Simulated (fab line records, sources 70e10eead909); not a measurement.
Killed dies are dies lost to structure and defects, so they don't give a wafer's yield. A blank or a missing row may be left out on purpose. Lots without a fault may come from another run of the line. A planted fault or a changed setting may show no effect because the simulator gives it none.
Which tool did it? | flow nand_harc | 6 lots, 18 wafers sampled, at 2 steps of a route of 1302

WHAT THE GAUGES READ, wafer by wafer
NHARC_P_ZERO_WELL_INSPECT_43.
lot  | measured     | on                | raw_defect_count
L484 | day 2 23:29  | defect_inspect-02 | 19 8 7
L486 | day 3 19:43  | defect_inspect-01 | 15 8 13
L490 | day 5 11:18  | defect_inspect-01 | 18 19 17
L492 | day 6 07:36  | defect_inspect-01 | 17 14 13
L494 | day 7 03:41  | defect_inspect-02 | 14 8 8
L501 | day 10 01:32 | defect_inspect-01 | 11 5 25

WHICH TOOL RAN EACH LOT (tool, then ch and the chambers of the sampled wafers, then the start)
lot  | NHARC_P_ZERO_WELL_DESCUM_39
L484 | rie_diel-03 ch 0,2, day 2 20:20
L486 | rie_diel-12 ch 0,2, day 3 16:25
L490 | rie_diel-03 ch 0,1, day 5 08:08
L492 | rie_diel-12 ch 0,1,3, day 6 04:27
L494 | rie_diel-03 ch 0,2, day 7 00:15
L501 | rie_diel-12 ch 0,1, day 9 22:14
- NHARC_P_ZERO_WELL_DESCUM_39: chemistry O2, time 3 s.

THE ANSWER, worked out from the rows above alone
Rule: what is usual is taken from the lots themselves. Put in order of their means at a reading, lots are off if they are a third of the lots or fewer, leave a main group of 4 or more, and stand apart from it by a gap of 3 or more times the standard deviation of the main group's means; of several such gaps the widest counts. A main group whose means are all the same, to the digits that the tables above print for the reading, isn't used. A lot without any number at a reading at which 4 lots or more have one is off too. The other lots that the step has rows for count as sound.
No lot is off at any reading shown: from this, nothing can be told.

WHAT THE SIMULATOR HAD PUT IN
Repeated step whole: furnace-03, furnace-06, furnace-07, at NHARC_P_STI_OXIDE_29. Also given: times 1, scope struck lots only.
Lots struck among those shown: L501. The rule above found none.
